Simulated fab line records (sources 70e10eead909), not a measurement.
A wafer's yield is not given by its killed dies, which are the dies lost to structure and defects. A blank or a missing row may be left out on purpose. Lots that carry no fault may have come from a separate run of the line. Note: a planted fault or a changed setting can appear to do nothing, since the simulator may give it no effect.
fab line records	flow nand-harc
[record] lots = 13	wafers = 38	last-day = 34
route steps=1302 shown A_ZERO_WELL@404 A_ONON_D1@426 END@1302
lots with no fault: from the same line, run without faults
start-h: hours from the record's opening day to when the first of the lot's shown wafers began	wait-h: how many hours have passed since the lot's step before this one	" identical to the entry in the row above	L1.1+2: a single row standing in for several wafers	- value missing, or start not given	* or withheld: withheld	< > ~ a bound
route shown NAME@n: a module of which the file shows steps, and the number in the route of the first	usual: mean/standard deviation of fault-free wafers	same: alike in all rows	chamber/n: place in a boat	sites: per-site readings	_std_site: the values' standard deviation	_edge_site: outer sites' mean less inner sites'	radius-mm: for every site, how far away it sits from the centre of the wafer	mask NAME#n: copy n	behind: the tool/chamber that last shaped the wafer	hold: reason for holding the lot/hours on hold/outcome of the hold	device: whichever transistor did not switch (one of n, p or np)	end of line: the same wafers' tests at the end of the route	for a step that has no rows: nothing shown but its recipe	killed: dies that structure and defects cost at the first sort, which is not the same as the wafer's yield	map: shows each die of a wafer: x if killed, . if not, _ if none is there
set.NAME: the setting the step ran with; set.NAME@STEP: the setting that earlier step ran with	model.NAME: the simulator's own value behind a step, which no gauge read
the route's steps for a sample of lots (tables are steps, rows are wafers)
services: a tool's chamber out of use, with start hour (start-h, from the record's first day; less than 0 if before it), hours out, and reason
[[steps]]
[step NHARC_A_ZERO_WELL_ETCH_19]
[recipe] target-depth-a = 800	overetch-a = 240	time-s = 87.88	ion-energy-ev = 200	n2-flow-sccm = 150	h2-flow-sccm = 150	ar-flow-sccm = 0	rf-w = 400	bias-w = 150	chemistry = N2/H2
[usual] bias-w = 150.0/0.49	drypump-motor-current-A = 5.5/0.39	oes-product-au = 0.996/0.017	rf-vpp-V = 429/3.2	showerhead-plenum-p-Torr = 2.00/0.11	throttle-valve-pct = 14.171/0.0091
lot.wafer	tool	chamber	start-h	wait-h	bias-w	drypump-motor-current-A	oes-product-au	rf-hours-counter-h	rf-vpp-V	showerhead-plenum-p-Torr	throttle-valve-pct
L447.3	rie-diel-03	2	155.84	0.1	149.4	5.8	1.001	7	429	1.96	14.174
L447.1	"	0	"	"	150.1	5.8	1.007	6	427	1.92	14.182
L447.4	"	1	"	"	150.4	5.1	1.016	6	430	1.99	14.182
L449.4	rie-diel-13	2	180.55	0.1	150.1	5.5	0.972	0	435	2.18	14.171
L449.2	"	3	"	"	149.6	5.3	0.987	0	428	1.92	14.166
L449.3	"	0	"	"	150.2	4.8	1.024	0	426	1.91	14.182
L450.1	rie-diel-13	2	191.74	0.1	150.3	5.5	0.968	1	434	2.18	14.172
L450.4	"	3	"	"	150.1	5.3	0.982	1	427	1.91	14.157
L450.3	"	0	"	"	149.4	4.8	1.034	1	428	1.91	14.167
L452.3	rie-diel-03	0	208.92	0.1	149.8	5.8	0.993	15	429	1.92	14.162
L452.5	"	0	"	"	149.6	5.8	1.002	-	427	1.92	14.167
L452.6	"	1	"	"	149.8	5.1	1.017	-	430	1.99	14.190
L454.3	rie-diel-03	1	240.68	0.1	150.6	5.1	1.015	20	429	1.99	14.175
L454.4	"	2	"	"	149.7	5.8	0.990	21	429	1.95	14.157
L454.6	"	1	"	"	149.4	5.1	1.012	-	428	1.99	14.180
L455.2	rie-diel-13	3	245.81	0.1	149.9	5.3	0.980	2	427	1.91	14.175
L455.1	"	0	"	"	150.5	4.8	1.018	2	427	1.91	14.172
L455.6	"	0	"	"	150.0	4.8	1.017	-	426	1.91	14.180
L456.4	rie-diel-03	0	248.13	0.1	150.4	5.8	0.995	20	428	1.92	14.164
L456.1	"	2	"	"	149.7	5.8	0.989	23	428	1.95	14.170
L456.5	"	1	"	"	150.1	5.1	1.005	-	428	1.99	14.152
L457.4	rie-diel-03	2	262.76	0.1	150.4	5.8	0.989	24	428	1.95	14.176
L457.3	"	3	"	"	149.3	5.2	1.014	18	435	2.18	14.161
L457.1	"	0	"	"	150.0	5.8	0.997	21	429	1.92	14.174
L459.1	rie-diel-13	3	286.11	0.1	149.6	5.3	0.982	3	427	1.91	14.166
L459.6	"	1	"	"	150.5	6.0	1.000	-	427	1.90	14.187
L459.5	"	2	"	"	150.1	5.5	0.954	-	435	2.18	14.193
L462.3	rie-diel-13	1	315.00	0.1	150.4	6.0	1.007	4	426	1.90	14.180
L462.2	"	0	"	"	150.1	4.8	1.021	4	425	1.91	14.176
L462.5	"	2	"	"	149.6	5.5	0.972	-	434	2.18	14.179
L466.3	rie-diel-12	0	350.85	0.1	149.4	5.8	0.984	17	430	2.00	14.159
L466.6	"	1	"	"	149.8	5.6	0.991	-	428	1.97	14.162
L467.3	rie-diel-03	1	359.22	0.1	149.8	5.1	1.000	18	430	1.98	14.157
L467.1	"	3	"	"	151.3	5.2	0.980	13	435	2.18	14.173
L467.4	"	0	"	"	149.9	5.8	0.998	15	426	1.91	14.168
L468.1	rie-diel-03	1	372.57	0.1	151.4	5.1	0.996	19	428	1.98	14.167
L468.4	"	2	"	"	149.8	5.8	0.984	16	428	1.95	14.167
L468.5	"	2	"	"	150.3	5.8	0.966	-	426	1.95	14.165
[step NHARC_A_ZERO_WELL_INSPECT_17]
[usual] raw-defect-count = 11/5.8
lot.wafer	tool	chamber	start-h	wait-h	raw-defect-count
L447.1	defect-inspect-01	-	157.09	0.2	22
L447.3	"	-	"	"	19
L447.4	"	-	"	"	8
L449.2	defect-inspect-01	-	181.77	0.1	12
L449.3	"	-	"	"	29
L449.4	"	-	"	"	17
L450.1	defect-inspect-01	-	192.95	0.2	10
L450.3	"	-	"	"	16
L450.4	"	-	"	"	20
L452.3	defect-inspect-02	-	210.14	0.1	15
L452.5	"	-	"	"	14
L452.6	"	-	"	"	18
L454.3	defect-inspect-01	-	241.90	0.1	13
L454.4	"	-	"	"	15
L454.6	"	-	"	"	25
L455.1	defect-inspect-01	-	247.04	0.2	22
L455.2	"	-	"	"	17
L455.6	"	-	"	"	15
L456.1	defect-inspect-02	-	249.38	0.2	17
L456.4	"	-	"	"	8
L456.5	"	-	"	"	16
L457.1	defect-inspect-01	-	263.97	0.2	6
L457.3	"	-	"	"	5
L457.4	"	-	"	"	8
L459.1	defect-inspect-01	-	287.31	0.2	9
L459.5	"	-	"	"	5
L459.6	"	-	"	"	8
L462.2	defect-inspect-02	-	316.22	0.1	10
L462.3	"	-	"	"	8
L462.5	"	-	"	"	7
L466.3	defect-inspect-02	-	352.07	0.1	21
L466.6	"	-	"	"	5
L467.1	defect-inspect-01	-	360.44	0.2	16
L467.3	"	-	"	"	13
L467.4	"	-	"	"	13
L468.1	defect-inspect-02	-	374.10	0.2	9
L468.4	"	-	"	"	7
L468.5	"	-	"	"	16
[step NHARC_A_ONON_D1_DEP_03]
[recipe] target-thk-a = 10000	n2-flow-sccm = 2750	n2o-flow-sccm = 2000	nh3-flow-sccm = 500	sih4-flow-sccm = 210	temp-c = 400
[usual] nh3-flow-sccm = 499.9/1.5	sih4-flow-sccm = 210.0/0.53
lot.wafer	tool	chamber	start-h	wait-h	nh3-flow-sccm	sih4-flow-sccm
L447.1	pecvd-onon-03	0	176.69	0.1	499.5	210.7
L447.3	"	0	"	"	500.7	209.2
L447.4	"	0	"	"	500.9	209.4
L449.2	pecvd-onon-01	0	204.11	0.1	498.8	209.4
L449.3	"	0	"	"	500.7	209.3
L449.4	"	0	"	"	498.7	210.2
L450.1	pecvd-onon-02	0	213.51	0.1	499.0	210.2
L450.3	"	0	"	"	500.5	210.4
L450.4	"	0	"	"	498.4	210.1
L452.3	pecvd-onon-01	0	233.20	0.2	498.0	209.6
L452.5	"	0	"	"	496.9	209.5
L452.6	"	0	"	"	500.2	209.4
L454.3	pecvd-onon-01	0	262.76	0.2	500.6	210.5
L454.4	"	0	"	"	502.1	210.7
L454.6	"	0	"	"	502.1	209.6
L456.1	pecvd-onon-02	0	267.89	0.1	500.4	209.9
L456.4	"	0	"	"	499.1	209.7
L456.5	"	0	"	"	500.0	210.2
L455.1	pecvd-onon-01	0	267.89	0.1	501.8	209.6
L455.2	"	0	"	"	500.4	210.3
L455.6	"	0	"	"	500.6	209.6
L457.1	pecvd-onon-02	0	284.86	0.1	502.9	210.2
L457.3	"	0	"	"	500.8	209.4
L457.4	"	0	"	"	501.2	209.5
L459.1	pecvd-onon-03	0	312.97	0.1	496.3	210.3
L459.5	"	0	"	"	497.8	210.4
L459.6	"	0	"	"	496.1	210.3
L462.2	pecvd-onon-03	0	339.16	0.1	499.7	210.2
L462.3	"	0	"	"	500.5	209.7
L462.5	"	0	"	"	501.7	209.1
L466.3	pecvd-onon-03	0	373.41	0.2	500.9	209.9
L466.6	"	0	"	"	501.6	208.7
L467.1	pecvd-onon-03	0	381.46	0.1	499.2	209.5
L467.3	"	0	"	"	501.9	210.2
L467.4	"	0	"	"	503.0	211.1
L468.1	pecvd-onon-01	0	398.42	0.1	501.9	209.8
L468.4	"	0	"	"	501.5	210.1
L468.5	"	0	"	"	500.4	210.7
[step NHARC_A_ONON_D1_THK_MEAS_05]
[recipe] thk-meas-gauge = ellipsometry
[usual] thk-nm = 998/10
lot.wafer	tool	chamber	start-h	wait-h	thk-nm
L447.1	film-metro-02	-	177.21	-	997
L447.3	"	-	"	"	998
L447.4	"	-	"	"	999
L449.2	film-metro-01	-	204.56	-	1001
L449.3	"	-	"	"	1000
L449.4	"	-	"	"	996
L450.1	film-metro-02	-	214.02	-	988
L450.3	"	-	"	"	987
L450.4	"	-	"	"	987
L452.3	film-metro-01	-	233.59	-	1009
L452.5	"	-	"	"	1006
L452.6	"	-	"	"	1006
L454.3	film-metro-02	-	263.16	-	1001
L454.4	"	-	"	"	1003
L454.6	"	-	"	"	1001
L456.1	film-metro-02	-	268.40	-	984
L456.4	"	-	"	"	982
L456.5	"	-	"	"	983
L455.1	film-metro-01	-	268.41	-	986
L455.2	"	-	"	"	987
L455.6	"	-	"	"	985
L457.1	film-metro-01	-	285.37	-	1005
L457.3	"	-	"	"	1006
L457.4	"	-	"	"	1004
L459.1	film-metro-01	-	313.48	-	1005
L459.5	"	-	"	"	1006
L459.6	"	-	"	"	1007
L462.2	film-metro-01	-	339.61	-	980
L462.3	"	-	"	"	981
L462.5	"	-	"	"	981
L466.3	film-metro-01	-	373.81	-	1502
L466.6	"	-	"	"	1502
L467.1	film-metro-01	-	381.97	-	980
L467.3	"	-	"	"	1477
L467.4	"	-	"	"	982
L468.1	film-metro-02	-	398.94	-	996
L468.4	"	-	"	"	996
L468.5	"	-	"	"	995
[step NHARC_END_SORT_01]
[recipe] temp-c = 25
[usual] killed-at-array = 56/17	killed-at-other = 1.2/1.4	killed-at-periphery = 4/3.2	killed-dies = 61/16	killed-open = 3.6/2.1	killed-short = 2.7/1.8
[same] gross-dies = 677
lot.wafer	tool	chamber	start-h	wait-h	killed-at-array	killed-at-other	killed-at-periphery	killed-dies	killed-open	killed-short
L455.1	prober-02	0	675.06	2.5	45	0	3	48	4	1
L455.2	prober-02	0	675.87	2.8	49	1	5	55	5	2
L455.6	prober-02	0	679.11	4.1	42	0	5	47	2	2
L467.1	prober-01	0	771.03	2.5	69	3	11	83	12	4
L467.3	prober-01	0	772.63	3.1	667	2	8	677	2	4
L467.4	prober-01	0	773.43	3.4	55	1	8	64	2	3
L466.3	prober-02	0	774.29	3.1	665	3	9	677	7	3
L466.6	prober-02	0	776.63	3.9	665	6	6	677	4	4
// killed by level:class
L455.1 A_SLIT:chamber-film-flake=35 A_STAIRCASE:chamber-film-flake=2 P_GATE:geometric-particle:open=1 A_CHANNEL_HOLE_D2:geometric-particle:short=1 A_CHANNEL_FILL_D2:geometric-particle:open=1 A_STAIRCASE:geometric-particle:open=1 A_SGD_CUT:geometric-particle:open=1 P_ZERO_WELL:chamber-film-flake=1
L455.2 A_SLIT:chamber-film-flake=31 A_CHANNEL_HOLE_D1:chamber-film-flake=6 A_STAIRCASE:chamber-film-flake=4 A_M0:geometric-particle:open=2 A_CHANNEL_HOLE_D2:chamber-film-flake=2 P_CONTACT:geometric-particle:open=1 P_M0:geometric-particle:short=1 P_M1:geometric-particle:open=1
L455.6 A_SLIT:chamber-film-flake=30 A_CHANNEL_HOLE_D1:chamber-film-flake=3 A_SGD_CUT:geometric-particle:short=2 P_ZERO_WELL:chamber-film-flake=2 P_BONDPAD:chamber-film-flake=2 P_GATE:geometric-particle:open=1 A_DECK1_JOINT:geometric-particle:open=1 A_CHANNEL_FILL_D1:chamber-film-flake=1
L467.1 A_SLIT:chamber-film-flake=31 A_CHANNEL_HOLE_D1:chamber-film-flake=16 A_CONTACT:chamber-film-flake=5 P_GATE:chamber-film-flake=4 A_CHANNEL_FILL_D2:chamber-film-flake=4 A_ONON_D1:geometric-particle:open=3 THIN_TSV:chamber-film-flake=3 A_CHANNEL_FILL_D1:geometric-particle:open=2
L467.3 A_ONON_D1:area-dep=612 A_SLIT:chamber-film-flake=25 A_CHANNEL_HOLE_D1:chamber-film-flake=10 A_CHANNEL_FILL_D2:chamber-film-flake=6 A_CONTACT:chamber-film-flake=5 P_STI:chamber-film-flake=4 P_GATE:chamber-film-flake=4 A_CHANNEL_FILL_D2:geometric-particle:short=2
L467.4 A_SLIT:chamber-film-flake=27 A_CHANNEL_HOLE_D1:chamber-film-flake=17 P_STI:chamber-film-flake=4 P_GATE:chamber-film-flake=3 A_CHANNEL_FILL_D2:chamber-film-flake=3 A_CHANNEL_FILL_D1:geometric-particle:short=2 A_DECK1_JOINT:geometric-particle:short=1 A_WL_FILL:geometric-particle:open=1
L466.3 A_ONON_D1:area-dep=609 A_CHANNEL_HOLE_D2:chamber-film-flake=35 A_CONTACT:chamber-film-flake=6 A_SLIT:chamber-film-flake=4 P_CONTACT:geometric-particle:open=3 THIN_TSV:chamber-film-flake=2 A_CHANNEL_FILL_D2:geometric-particle:open=2 P_ZERO_WELL:chamber-film-flake=2
L466.6 A_ONON_D1:area-dep=620 A_CHANNEL_HOLE_D2:chamber-film-flake=26 A_CONTACT:chamber-film-flake=6 THIN_TSV:chamber-film-flake=6 P_CONTACT:geometric-particle:open=3 P_GATE:chamber-film-flake=2 A_CHANNEL_HOLE_D1:unspecified=2 A_STAIRCASE:chamber-film-flake=2
[[services]]
tool	chamber	start-h	hours	kind
rie-diel-12	1	137.57	9.9	repair
rie-diel-13	3	154.41	2.4	repair
rie-diel-13	2	160.93	2.7	repair
rie-diel-13	-	165.01	9.0	pm
rie-diel-03	3	171.80	6.1	repair
rie-diel-12	-	177.68	1.4	repair
rie-diel-03	3	177.94	6.1	repair
pecvd-onon-02	-	185.24	13.0	pm
rie-diel-13	0	210.73	3.9	repair
rie-diel-13	3	211.52	1.3	repair
pecvd-onon-03	-	227.00	13.0	pm
pecvd-onon-01	-	269.00	13.0	pm
rie-diel-12	-	269.73	9.0	pm
rie-diel-03	3	280.78	16.3	repair
rie-diel-03	-	281.89	9.0	pm
rie-diel-12	2	283.17	8.2	repair
rie-diel-03	2	295.98	7.3	repair
pecvd-onon-02	-	341.46	2.5	repair
rie-diel-13	-	342.01	9.0	pm
rie-diel-13	1	362.31	8.5	repair
pecvd-onon-02	-	366.24	13.0	pm
rie-diel-13	3	366.29	2.0	repair
rie-diel-13	2	367.96	13.9	repair
rie-diel-13	0	384.90	5.0	repair
[[key]]
[first-sign] step = NHARC_A_ONON_D1_THK_MEAS_05	reading = thk-nm	direction = up	sigmas = 48	usual = 998	struck = 1494
[effect] step = NHARC_END_SORT_01	reading = killed-dies	direction = up	sigmas = 37	usual = 61	struck = 677
[more-kills-born-at] NHARC_A_ONON_D1_DEP_03@pecvd-onon-03 = 1841
met-at NHARC_A_ONON_D1_DEP_03
struck-lots L466,L467
struck-wafers L466.3,L466.6,L467.3
later-rows-left-out L466.3,L466.6,L467.3
tester-left-out L466,L467
not-acting-at NHARC_A_ZERO_WELL_ETCH_19,NHARC_A_ZERO_WELL_INSPECT_17
onset-between 339.16 373.41
[fault] kind = process-parameter-drift	tool = pecvd-onon-03	chamber = -	onset-h = 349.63	steps = NHARC_A_ONON_D1_DEP_03	channel = target-thk-a	offset = *	shape = step	end-h = 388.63	scope = struck-wafers-only	acts-in = *	stated = *
// tester-left-out: of these lots the tester's yield and bins aren't shown, on N5 and GAA mostly nor the transistor test; their killed dies are dies lost to structure and defects alone, not to doping, threshold or leakage, so they don't give the yield
// later-rows-left-out: the simulator's readings of these wafers behind a module that went badly wrong aren't trusted and aren't shown, but for the sort
